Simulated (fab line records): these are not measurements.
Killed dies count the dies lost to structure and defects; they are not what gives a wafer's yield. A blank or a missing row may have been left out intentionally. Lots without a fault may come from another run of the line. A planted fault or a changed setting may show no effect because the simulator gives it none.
Which tool did it? | flow n5 finfet | 24 lots, 72 wafers sampled, at 6 steps of a route of 1938

## WHAT EACH GAUGE READ, for each wafer
The record holds no reading of a measuring or inspecting step that can be judged against a usual standard deviation.

## TOOL THAT RAN EACH LOT (tool first, then ch and the chambers of the sampled wafers, then the start)
lot  | N5_BEOL_M2_ETCH_77                 | N5_BEOL_M2_ETCH_41                            | N5_BEOL_M2_STRIP_97                           | N5_BEOL_M2_DEGAS_44          | N5_BEOL_M2_SPUTTER_86        | N5_BEOL_M2_CO_CAP_55
L074 | rie diel-05 ch 1,2,3, day 6 16:38  | rie diel-05 ch 0,2,3, day 6 18:47 or earlier  | rie diel-05 ch 0,2,3, day 6 18:47 or earlier  | pvd sputter-03, day 6 18:47  | pvd sputter-03, day 6 20:18  | cvd co-02 ch 0,1,2, day 6 22:17
L075 | rie diel-04 ch 0,1,2, day 6 19:17  | rie diel-04 ch 0,2,3, day 6 22:28 or earlier  | rie diel-04 ch 0,2,3, day 6 22:28 or earlier  | pvd sputter-01, day 6 22:28  | pvd sputter-01, day 6 23:52  | cvd co-01 ch 0,1,2, day 7 01:58
L076 | rie diel-01 ch 1,2,3, day 7 03:31  | rie diel-04 ch 0,2,3, day 7 09:31 or earlier  | rie diel-04 ch 0,2,3, day 7 09:31 or earlier  | pvd sputter-03, day 7 09:31  | pvd sputter-02, day 7 11:35  | cvd co-01 ch 0,1,2, day 7 13:40
L078 | rie diel-05 ch 1,2,3, day 7 10:19  | rie diel-01 ch 0,1,3, day 7 14:41 or earlier  | rie diel-01 ch 0,1,3, day 7 14:41 or earlier  | pvd sputter-01, day 7 14:41  | pvd sputter-01, day 7 16:04  | cvd co-01 ch 1,2, day 7 18:26
L077 | rie diel-05 ch 0,1,2, day 7 15:43  | rie diel-04 ch 0,1, day 7 17:44 or earlier    | rie diel-04 ch 0,1, day 7 17:44 or earlier    | pvd sputter-02, day 7 17:44  | pvd sputter-01, day 7 19:05  | cvd co-01 ch 0,1,2, day 7 21:04
L079 | rie diel-05 ch 0,2,3, day 7 19:02  | rie diel-01 ch 1,2,3, day 7 21:22 or earlier  | rie diel-01 ch 1,2,3, day 7 21:22 or earlier  | pvd sputter-03, day 7 21:22  | pvd sputter-01, day 7 22:54  | cvd co-01 ch 0,1,2, day 8 00:56
L080 | rie diel-05 ch 0,1,2, day 7 22:16  | rie diel-01 ch 1,2,3, day 8 00:03 or earlier  | rie diel-01 ch 1,2,3, day 8 00:03 or earlier  | pvd sputter-03, day 8 00:03  | pvd sputter-02, day 8 01:21  | cvd co-02 ch 0,1, day 8 03:20
L081 | rie diel-01 ch 1,2,3, day 8 04:37  | rie diel-01 ch 0,1, day 8 12:08 or earlier    | rie diel-01 ch 0,1, day 8 12:08 or earlier    | pvd sputter-01, day 8 12:08  | pvd sputter-03, day 8 13:25  | cvd co-02 ch 0,1,2, day 8 15:24
L082 | rie diel-04 ch 0,1,3, day 8 06:58  | rie diel-01 ch 0,2,3, day 8 12:36 or earlier  | rie diel-01 ch 0,2,3, day 8 12:36 or earlier  | pvd sputter-03, day 8 12:36  | pvd sputter-02, day 8 13:58  | cvd co-01 ch 0,2, day 8 16:06
L083 | rie diel-05 ch 1,3, day 8 13:37    | rie diel-01 ch 0,2,3, day 8 15:35 or earlier  | rie diel-01 ch 0,2,3, day 8 15:35 or earlier  | pvd sputter-02, day 8 15:35  | pvd sputter-03, day 8 17:08  | cvd co-01 ch 0,1,2, day 8 19:07
L084 | rie diel-05 ch 1,2,3, day 8 22:41  | rie diel-05 ch 0,2,3, day 9 01:17 or earlier  | rie diel-05 ch 0,2,3, day 9 01:17 or earlier  | pvd sputter-01, day 9 01:17  | pvd sputter-01, day 9 02:44  | cvd co-01 ch 0,2, day 9 04:43
L085 | rie diel-05 ch 0,2,3, day 9 07:21  | rie diel-04 ch 0,1,3, day 9 10:24 or earlier  | rie diel-04 ch 0,1,3, day 9 10:24 or earlier  | pvd sputter-03, day 9 10:24  | pvd sputter-03, day 9 11:56  | cvd co-01 ch 0,1,2, day 9 13:54
L086 | rie diel-04 ch 0,3, day 9 16:58    | rie diel-05 ch 1,2,3, day 9 19:16 or earlier  | rie diel-05 ch 1,2,3, day 9 19:16 or earlier  | pvd sputter-01, day 9 19:16  | pvd sputter-01, day 9 20:34  | cvd co-02 ch 0,1,2, day 9 22:32
L087 | rie diel-05 ch 0,1,3, day 9 20:39  | rie diel-04 ch 0,3, day 9 22:49 or earlier    | rie diel-04 ch 0,3, day 9 22:49 or earlier    | pvd sputter-01, day 9 22:49  | pvd sputter-01, day 10 00:25 | cvd co-02 ch 0,2, day 10 02:23
L088 | rie diel-01 ch 0,1,2, day 10 00:47 | rie diel-04 ch 0,1,3, day 10 02:27 or earlier | rie diel-04 ch 0,1,3, day 10 02:27 or earlier | pvd sputter-03, day 10 02:27 | pvd sputter-01, day 10 05:28 | cvd co-01 ch 0,1,2, day 10 07:26
L089 | rie diel-05 ch 1,2,3, day 10 04:15 | rie diel-01 ch 0,2,3, day 10 08:06 or earlier | rie diel-01 ch 0,2,3, day 10 08:06 or earlier | pvd sputter-01, day 10 08:06 | pvd sputter-01, day 10 09:23 | cvd co-02 ch 0,1,2, day 10 11:29
L090 | rie diel-04 ch 0,2,3, day 10 12:31 | rie diel-04 ch 1,2,3, day 10 16:50 or earlier | rie diel-04 ch 1,2,3, day 10 16:50 or earlier | pvd sputter-01, day 10 16:50 | pvd sputter-01, day 10 18:08 | cvd co-02 ch 0,2, day 10 20:07
L091 | rie diel-01 ch 0,1,3, day 10 23:49 | rie diel-01 ch 0,1,3, day 11 02:58 or earlier | rie diel-01 ch 0,1,3, day 11 02:58 or earlier | pvd sputter-03, day 11 02:58 | pvd sputter-02, day 11 04:25 | cvd co-01 ch 1,2, day 11 06:23
L092 | rie diel-01 ch 0,1,2, day 11 01:08 | rie diel-05 ch 0,1,2, day 11 05:58 or earlier | rie diel-05 ch 0,1,2, day 11 05:58 or earlier | pvd sputter-03, day 11 05:58 | pvd sputter-02, day 11 07:13 | cvd co-02 ch 0,1, day 11 09:10
L093 | rie diel-04 ch 1,3, day 11 04:52   | rie diel-04 ch 0,3, day 11 08:53 or earlier   | rie diel-04 ch 0,3, day 11 08:53 or earlier   | pvd sputter-01, day 11 08:53 | pvd sputter-01, day 11 10:12 | cvd co-01 ch 0,1,2, day 11 12:26
L094 | rie diel-04 ch 0,1, day 11 13:03   | rie diel-01 ch 2,3, day 11 16:56 or earlier   | rie diel-01 ch 2,3, day 11 16:56 or earlier   | pvd sputter-01, day 11 16:56 | pvd sputter-03, day 11 18:22 | cvd co-01 ch 0,1,2, day 11 20:25
L095 | rie diel-01 ch 1,2, day 11 17:52   | rie diel-05 ch 0,1,2, day 11 19:43 or earlier | rie diel-05 ch 0,1,2, day 11 19:43 or earlier | pvd sputter-02, day 11 19:43 | pvd sputter-01, day 11 21:05 | cvd co-02 ch 0,1,2, day 11 23:04
L096 | rie diel-05 ch 0,1, day 12 00:22   | rie diel-01 ch 0,2,3, day 12 02:05 or earlier | rie diel-01 ch 0,2,3, day 12 02:05 or earlier | pvd sputter-02, day 12 02:05 | pvd sputter-02, day 12 03:42 | cvd co-02 ch 0,1,2, day 12 05:42
L097 | rie diel-05 ch 1,2,3, day 12 08:06 | rie diel-05 ch 0,1,2, day 12 15:30 or earlier | rie diel-05 ch 0,1,2, day 12 15:30 or earlier | pvd sputter-01, day 12 15:30 | pvd sputter-01, day 12 16:48 | cvd co-01 ch 0,2, day 12 18:46
- N5_BEOL_M2_ETCH_77: etches underlayer in N2/H2, target depth 6.5 nm, time 5.2 s.
- N5_BEOL_M2_ETCH_41: etches SiCN in CH3F/O2, target depth 29.9 nm, time 52.5 s.
- N5_BEOL_M2_STRIP_97: strips in N2/H2, time 10 s.
- N5_BEOL_M2_DEGAS_44: time 60 s.
- N5_BEOL_M2_SPUTTER_86: material Cu, target thk 4.5 nm, time 8.29 s.
- N5_BEOL_M2_CO_CAP_55: material Co, precursor CCTBA/H2, target thk 2 nm, time 102.1 s.

## WHAT THE TOOLS THEMSELVES READ (means of the sampled wafers that have a number; where no wafer has one, the mark that the record gives instead)
N5_BEOL_M2_ETCH_77.
lot  | tool        | drypump motor current A (A) | etch rf on time s (s) | oes product au (a.u.) | rf vpp V (V) | showerhead plenum p Torr (Torr) | throttle valve pct (%)
L074 | rie diel-05 | 5.8                         | 5.39                  | 0.72                  | 522.0        | 2.50                            | 18.0
L075 | rie diel-04 | 5.6                         | 5.23                  | 0.75                  | 522.5        | 2.53                            | 17.8
L076 | rie diel-01 | 5.7                         | 5.19                  | 0.65                  | 523.9        | 2.58                            | 18.2
L078 | rie diel-05 | 5.8                         | 5.37                  | 0.72                  | 523.5        | 2.50                            | 18.0
L077 | rie diel-05 | 5.9                         | 5.28                  | 0.70                  | 522.6        | 2.49                            | 18.0
L079 | rie diel-05 | 5.6                         | 5.38                  | 0.71                  | 522.6        | 2.50                            | 18.0
L080 | rie diel-05 | 5.9                         | 5.35                  | 0.69                  | 521.7        | 2.49                            | 18.0
L081 | rie diel-01 | 5.6                         | 5.22                  | 0.65                  | 524.2        | 2.58                            | 18.2
L082 | rie diel-04 | 5.8                         | 5.25                  | 0.73                  | 523.5        | 2.52                            | 17.8
L083 | rie diel-05 | 5.5                         | 5.23                  | 0.75                  | 521.5        | 2.46                            | 17.6
L084 | rie diel-05 | 5.8                         | 5.37                  | 0.70                  | 522.2        | 2.49                            | 18.0
L085 | rie diel-05 | 5.6                         | 5.27                  | 0.70                  | 521.7        | 2.50                            | 18.0
L086 | rie diel-04 | 6.0                         | 5.15                  | 0.73                  | 520.7        | 2.47                            | 17.7
L087 | rie diel-05 | 5.3                         | 5.15                  | 0.74                  | 522.4        | 2.46                            | 17.7
L088 | rie diel-01 | 5.8                         | 5.25                  | 0.62                  | 524.6        | 2.58                            | 18.3
L089 | rie diel-05 | 5.8                         | 5.40                  | 0.69                  | 521.4        | 2.49                            | 18.0
L090 | rie diel-04 | 5.8                         | 5.17                  | 0.72                  | 523.2        | 2.48                            | 17.8
L091 | rie diel-01 | 6.1                         | 5.30                  | 0.64                  | 523.8        | 2.54                            | 18.2
L092 | rie diel-01 | 5.8                         | 5.26                  | 0.62                  | 524.5        | 2.58                            | 18.3
L093 | rie diel-04 | 5.6                         | 5.13                  | 0.72                  | 523.7        | 2.55                            | 17.8
L094 | rie diel-04 | 5.7                         | 5.33                  | 0.65                  | 522.4        | 2.50                            | 18.0
L095 | rie diel-01 | 5.6                         | 5.35                  | 0.58                  | 523.4        | 2.56                            | 18.5
L096 | rie diel-05 | 5.3                         | 5.05                  | 0.71                  | 520.8        | 2.45                            | 17.7
L097 | rie diel-05 | 5.8                         | 5.36                  | 0.67                  | 522.4        | 2.48                            | 18.0

N5_BEOL_M2_ETCH_41.
lot  | tool        | drypump motor current A (A) | oes product au (a.u.) | rf vpp V (V) | showerhead plenum p Torr (Torr) | throttle valve pct (%)
L074 | rie diel-05 | 5.6                         | 0.85                  | 297.6        | 1.97                            | 16.37
L075 | rie diel-04 | 5.8                         | 0.90                  | 296.6        | 1.95                            | 16.07
L076 | rie diel-04 | 5.7                         | 0.89                  | 295.7        | 1.95                            | 16.07
L078 | rie diel-01 | 6.0                         | 0.76                  | 297.7        | 2.02                            | 16.61
L077 | rie diel-04 | 5.6                         | 0.83                  | 297.1        | 2.01                            | 16.33
L079 | rie diel-01 | 5.7                         | 0.75                  | 297.1        | 2.05                            | 16.65
L080 | rie diel-01 | 5.7                         | 0.75                  | 297.8        | 2.05                            | 16.66
L081 | rie diel-01 | 5.9                         | 0.72                  | 297.3        | 1.99                            | 16.78
L082 | rie diel-01 | 5.8                         | 0.78                  | 297.1        | 2.06                            | 16.49
L083 | rie diel-01 | 5.9                         | 0.78                  | 297.1        | 2.06                            | 16.50
L084 | rie diel-05 | 5.6                         | 0.83                  | 297.1        | 1.97                            | 16.40
L085 | rie diel-04 | 5.8                         | 0.84                  | 296.1        | 1.97                            | 16.22
L086 | rie diel-05 | 5.8                         | 0.82                  | 297.3        | 1.96                            | 16.42
L087 | rie diel-04 | 6.0                         | 0.86                  | 296.3        | 1.94                            | 16.09
L088 | rie diel-04 | 5.8                         | 0.83                  | 297.1        | 1.97                            | 16.23
L089 | rie diel-01 | 5.9                         | 0.77                  | 297.4        | 2.05                            | 16.51
L090 | rie diel-04 | 5.6                         | 0.88                  | 296.2        | 1.99                            | 16.19
L091 | rie diel-01 | 6.0                         | 0.74                  | 298.0        | 2.01                            | 16.67
L092 | rie diel-05 | 5.9                         | 0.79                  | 296.8        | 1.96                            | 16.45
L093 | rie diel-04 | 6.0                         | 0.80                  | 294.9        | 1.92                            | 16.17
L094 | rie diel-01 | 5.5                         | 0.74                  | 298.2        | 2.08                            | 16.59
L095 | rie diel-05 | 5.9                         | 0.78                  | 295.7        | 1.95                            | 16.47
L096 | rie diel-01 | 5.9                         | 0.75                  | 297.7        | 2.05                            | 16.54
L097 | rie diel-05 | 5.9                         | 0.77                  | 295.9        | 1.95                            | 16.49

N5_BEOL_M2_STRIP_97.
lot  | tool        | drypump motor current A (A) | oes product au (a.u.) | rf vpp V (V) | showerhead plenum p Torr (Torr) | throttle valve pct (%)
L074 | rie diel-05 | 5.6                         | 0.86                  | 59.0         | 2.50                            | 24.0
L075 | rie diel-04 | 5.8                         | 0.91                  | 59.1         | 2.49                            | 23.6
L076 | rie diel-04 | 5.8                         | 0.89                  | 58.5         | 2.49                            | 23.6
L078 | rie diel-01 | 6.0                         | 0.76                  | 58.8         | 2.55                            | 24.0
L077 | rie diel-04 | 5.6                         | 0.85                  | 58.2         | 2.56                            | 23.6
L079 | rie diel-01 | 5.7                         | 0.75                  | 59.3         | 2.58                            | 24.0
L080 | rie diel-01 | 5.7                         | 0.76                  | 59.9         | 2.58                            | 24.0
L081 | rie diel-01 | 6.0                         | 0.71                  | 59.6         | 2.54                            | 24.3
L082 | rie diel-01 | 5.9                         | 0.78                  | 59.8         | 2.59                            | 23.8
L083 | rie diel-01 | 5.9                         | 0.78                  | 58.9         | 2.59                            | 23.8
L084 | rie diel-05 | 5.6                         | 0.84                  | 58.1         | 2.49                            | 24.0
L085 | rie diel-04 | 5.8                         | 0.85                  | 59.8         | 2.51                            | 23.6
L086 | rie diel-05 | 5.8                         | 0.84                  | 59.0         | 2.49                            | 23.9
L087 | rie diel-04 | 6.0                         | 0.87                  | 59.1         | 2.46                            | 23.5
L088 | rie diel-04 | 5.8                         | 0.85                  | 59.4         | 2.50                            | 23.6
L089 | rie diel-01 | 5.9                         | 0.77                  | 60.4         | 2.59                            | 23.8
L090 | rie diel-04 | 5.6                         | 0.88                  | 59.0         | 2.52                            | 23.5
L091 | rie diel-01 | 6.0                         | 0.73                  | 58.1         | 2.54                            | 24.1
L092 | rie diel-05 | 5.9                         | 0.79                  | 59.4         | 2.47                            | 23.9
L093 | rie diel-04 | 5.9                         | 0.80                  | 59.2         | 2.46                            | 23.7
L094 | rie diel-01 | 5.5                         | 0.74                  | 59.2         | 2.61                            | 23.8
L095 | rie diel-05 | 5.9                         | 0.79                  | 59.9         | 2.47                            | 24.0
L096 | rie diel-01 | 5.9                         | 0.75                  | 59.4         | 2.58                            | 23.8
L097 | rie diel-05 | 5.9                         | 0.79                  | 59.0         | 2.47                            | 24.0

N5_BEOL_M2_DEGAS_44.
lot  | tool           | heater power w (W)
L074 | pvd sputter-03 | 356
L075 | pvd sputter-01 | 336
L076 | pvd sputter-03 | 357
L078 | pvd sputter-01 | 370
L077 | pvd sputter-02 | 311
L079 | pvd sputter-03 | 376
L080 | pvd sputter-03 | 358
L081 | pvd sputter-01 | 382
L082 | pvd sputter-03 | 353
L083 | pvd sputter-02 | 311
L084 | pvd sputter-01 | 332
L085 | pvd sputter-03 | 366
L086 | pvd sputter-01 | 357
L087 | pvd sputter-01 | 336
L088 | pvd sputter-03 | 339
L089 | pvd sputter-01 | 330
L090 | pvd sputter-01 | 345
L091 | pvd sputter-03 | 389
L092 | pvd sputter-03 | 363
L093 | pvd sputter-01 | 365
L094 | pvd sputter-01 | 351
L095 | pvd sputter-02 | 309
L096 | pvd sputter-02 | 330
L097 | pvd sputter-01 | 337

N5_BEOL_M2_SPUTTER_86.
lot  | tool           | throttle valve pct (%)
L074 | pvd sputter-03 | 29.8
L075 | pvd sputter-01 | 30.0
L076 | pvd sputter-02 | 29.8
L078 | pvd sputter-01 | 30.1
L077 | pvd sputter-01 | 30.0
L079 | pvd sputter-01 | 30.3
L080 | pvd sputter-02 | 30.3
L081 | pvd sputter-03 | 29.8
L082 | pvd sputter-02 | 29.4
L083 | pvd sputter-03 | 29.9
L084 | pvd sputter-01 | 29.0
L085 | pvd sputter-03 | 30.3
L086 | pvd sputter-01 | 31.2
L087 | pvd sputter-01 | 30.2
L088 | pvd sputter-01 | 29.2
L089 | pvd sputter-01 | 29.9
L090 | pvd sputter-01 | 28.9
L091 | pvd sputter-02 | 29.7
L092 | pvd sputter-02 | 30.1
L093 | pvd sputter-01 | 29.2
L094 | pvd sputter-03 | 29.5
L095 | pvd sputter-01 | 28.8
L096 | pvd sputter-02 | 29.5
L097 | pvd sputter-01 | 30.3

N5_BEOL_M2_CO_CAP_55.
lot  | tool      | heater power w (W)
L074 | cvd co-02 | 236
L075 | cvd co-01 | 238
L076 | cvd co-01 | 236
L078 | cvd co-01 | 248
L077 | cvd co-01 | 235
L079 | cvd co-01 | 236
L080 | cvd co-02 | 240
L081 | cvd co-02 | 244
L082 | cvd co-01 | 245
L083 | cvd co-01 | 238
L084 | cvd co-01 | 228
L085 | cvd co-01 | 238
L086 | cvd co-02 | 242
L087 | cvd co-02 | 254
L088 | cvd co-01 | 239
L089 | cvd co-02 | 242
L090 | cvd co-02 | 255
L091 | cvd co-01 | 256
L092 | cvd co-02 | 241
L093 | cvd co-01 | 239
L094 | cvd co-01 | 235
L095 | cvd co-02 | 243
L096 | cvd co-02 | 245
L097 | cvd co-01 | 232

## THE ANSWER, worked out from the rows above alone
Rule: usual is defined by the lots themselves. The widest of any qualifying gaps counts: lots, ordered by their means at a reading, are off when they make up no more than a third of the lots, leave a main group of 4 or more, and stand apart from it by 3 or more times the standard deviation of that group's means. If all means in a main group match to the digits the tables above print for the reading, that group is not used. A lot without any number at a reading at which 4 lots or more have one is off too. Where the step has rows for the other lots, those lots are counted as sound. Order of review: gauges by route order, followed by the tools' own readings, for which a lot's mean as printed above is used. At the first step where some lot is off, the reading lying furthest off is the one used; lots without a number count as furthest.
Nothing can be told from this: no lot is off at any reading shown.

## WHAT WAS PUT IN BY THE SIMULATOR
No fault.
